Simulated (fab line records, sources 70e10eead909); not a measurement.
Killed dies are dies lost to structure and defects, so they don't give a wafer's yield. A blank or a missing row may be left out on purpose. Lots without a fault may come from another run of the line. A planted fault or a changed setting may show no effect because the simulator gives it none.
Which tool did it? | flow nand_harc | 14 lots, 42 wafers sampled, at 4 steps of a route of 1302

WHAT THE GAUGES READ, wafer by wafer
NHARC_A_DECK1_JOINT_INSPECT_05.
lot  | measured     | on                | raw_defect_count
L505 | day 12 06:07 | defect_inspect-02 | 340 279 382
L506 | day 13 10:50 | defect_inspect-02 | 213 267 331
L507 | day 13 10:51 | defect_inspect-01 | 184 137 151
L509 | day 14 07:11 | defect_inspect-01 | 306 453 308
L512 | day 15 18:50 | defect_inspect-01 | 464 219 246
L511 | day 15 18:47 | defect_inspect-02 | 398 358 290
L513 | day 16 12:39 | defect_inspect-02 | 539 309 369
L514 | day 16 19:54 | defect_inspect-02 | 366 517 296
L515 | day 17 07:47 | defect_inspect-02 | 551 329 278
L516 | day 17 07:47 | defect_inspect-02 | 259 377 425
L518 | day 18 12:04 | defect_inspect-01 | 337 703 380
L521 | day 19 17:22 | defect_inspect-01 | 331 376 374
L523 | day 20 11:17 | defect_inspect-01 | 268 241 415
L527 | day 22 05:37 | defect_inspect-01 | 216 205 333

NHARC_A_ONON_D2_THK_MEAS_24: measures by ellipsometry.
lot  | measured     | on            | thk_nm (nm)
L505 | day 12 17:28 | film_metro-01 | 1002 1000 999
L506 | day 14 02:10 | film_metro-01 | 1001 999 1000
L507 | day 14 02:10 | film_metro-02 | 1000 999 1000
L509 | day 14 17:16 | film_metro-02 | 1004 1004 1004
L512 | day 16 06:07 | film_metro-02 | 1002 1001 1002
L511 | day 16 06:08 | film_metro-01 | 1009 1008 1010
L513 | day 16 23:56 | film_metro-01 | 1003 1002 1003
L514 | day 17 07:36 | film_metro-01 | 1011 1011 1011
L515 | day 17 19:47 | film_metro-01 | 1008 1007 1008
L516 | day 17 19:51 | film_metro-02 | 1013 1014 1014
L518 | day 18 23:26 | film_metro-02 | 1013 1011 1013
L521 | day 20 05:31 | film_metro-01 | 966 967 616
L523 | day 20 23:01 | film_metro-01 | 1015 663 665
L527 | day 22 16:43 | film_metro-01 | 1003 1004 1004

WHICH TOOL RAN EACH LOT (tool, then ch and the chambers of the sampled wafers, then the start)
lot  | NHARC_A_DECK1_JOINT_ETCHBACK_07  | NHARC_A_ONON_D2_DEP_22
L505 | rie_si-05 ch 0,1,2, day 10 21:16 | pecvd_onon-02 ch 0, day 12 17:05
L506 | rie_si-05 ch 0,1,3, day 12 00:16 | pecvd_onon-02 ch 0, day 14 01:40
L507 | rie_si-03 ch 1,3, day 12 00:17   | pecvd_onon-03 ch 0, day 14 01:40
L509 | rie_si-05 ch 0,1,2, day 12 21:22 | pecvd_onon-04 ch 0, day 14 16:46
L512 | rie_si-02 ch 1,2,3, day 14 04:47 | pecvd_onon-02 ch 0, day 16 05:37
L511 | rie_si-05 ch 1,2,3, day 14 04:49 | pecvd_onon-03 ch 0, day 16 05:41
L513 | rie_si-02 ch 0,1, day 14 22:36   | pecvd_onon-02 ch 0, day 16 23:32
L514 | rie_si-05 ch 0,1, day 15 06:21   | pecvd_onon-02 ch 0, day 17 07:16
L515 | rie_si-02 ch 0,1,3, day 15 18:28 | pecvd_onon-02 ch 0, day 17 19:16
L516 | rie_si-03 ch 1,2, day 15 18:31   | pecvd_onon-04 ch 0, day 17 19:27
L518 | rie_si-05 ch 0,2,3, day 16 22:28 | pecvd_onon-02 ch 0, day 18 23:03
L521 | rie_si-03 ch 0,1, day 18 03:16   | pecvd_onon-04 ch 0, day 20 05:07
L523 | rie_si-03 ch 0,1,3, day 19 01:47 | pecvd_onon-04 ch 0, day 20 22:31
L527 | rie_si-05 ch 0,1,2, day 20 18:50 | pecvd_onon-03 ch 0, day 22 16:11
- NHARC_A_DECK1_JOINT_ETCHBACK_07: etches the open film in HBr, target depth 105 nm, time 26.9 s.
- NHARC_A_ONON_D2_DEP_22: target thk 1000 nm.

WHAT THE TOOLS THEMSELVES READ (means of the sampled wafers that have a number; where no wafer has one, the mark that the record gives instead)
NHARC_A_DECK1_JOINT_ETCHBACK_07.
lot  | tool      | drypump_motor_current_A (A) | oes_product_au (a.u.) | throttle_valve_pct (%)
L505 | rie_si-05 | 5.9                         | 1.006                 | 23.272
L506 | rie_si-05 | 6.0                         | 0.996                 | 23.270
L507 | rie_si-03 | 5.8                         | 1.000                 | 23.268
L509 | rie_si-05 | 5.9                         | 0.997                 | 23.264
L512 | rie_si-02 | 5.7                         | 0.996                 | 23.269
L511 | rie_si-05 | 6.2                         | 1.002                 | 23.267
L513 | rie_si-02 | 5.4                         | 0.997                 | 23.258
L514 | rie_si-05 | 5.7                         | 1.006                 | 23.265
L515 | rie_si-02 | 5.6                         | 0.994                 | 23.264
L516 | rie_si-03 | 5.5                         | 0.998                 | 23.268
L518 | rie_si-05 | 6.0                         | 0.999                 | 23.264
L521 | rie_si-03 | 5.3                         | 0.998                 | 23.275
L523 | rie_si-03 | 5.6                         | 0.998                 | 23.257
L527 | rie_si-05 | 5.9                         | 1.002                 | 23.257

THE ANSWER, worked out from the rows above alone
Rule: what is usual is taken from the lots themselves. Put in order of their means at a reading, lots are off if they are a third of the lots or fewer, leave a main group of 4 or more, and stand apart from it by a gap of 3 or more times the standard deviation of the main group's means; of several such gaps the widest counts. A main group whose means are all the same, to the digits that the tables above print for the reading, isn't used. A lot without any number at a reading at which 4 lots or more have one is off too. The other lots that the step has rows for count as sound. The gauges are gone through in route order, then the tools' own readings, and for those a lot's mean is taken as printed above. The first step at which some lot is off is used, and at that step the reading that is off furthest; a lot without a number counts as furthest.
Off: L521, L523, at NHARC_A_ONON_D2_THK_MEAS_24 (thk_nm). The main group: mean 1005 nm, standard deviation 4.8.
A tool fits if, at a process step before that reading, it ran every lot that is off, and no sound lot after the first of them. The gauges at NHARC_A_ONON_D2_THK_MEAS_24 are tried like those tools. Can't be told from this: 2 tools fit, rie_si-03 at NHARC_A_DECK1_JOINT_ETCHBACK_07, pecvd_onon-04 at NHARC_A_ONON_D2_DEP_22.

WHAT THE SIMULATOR HAD PUT IN
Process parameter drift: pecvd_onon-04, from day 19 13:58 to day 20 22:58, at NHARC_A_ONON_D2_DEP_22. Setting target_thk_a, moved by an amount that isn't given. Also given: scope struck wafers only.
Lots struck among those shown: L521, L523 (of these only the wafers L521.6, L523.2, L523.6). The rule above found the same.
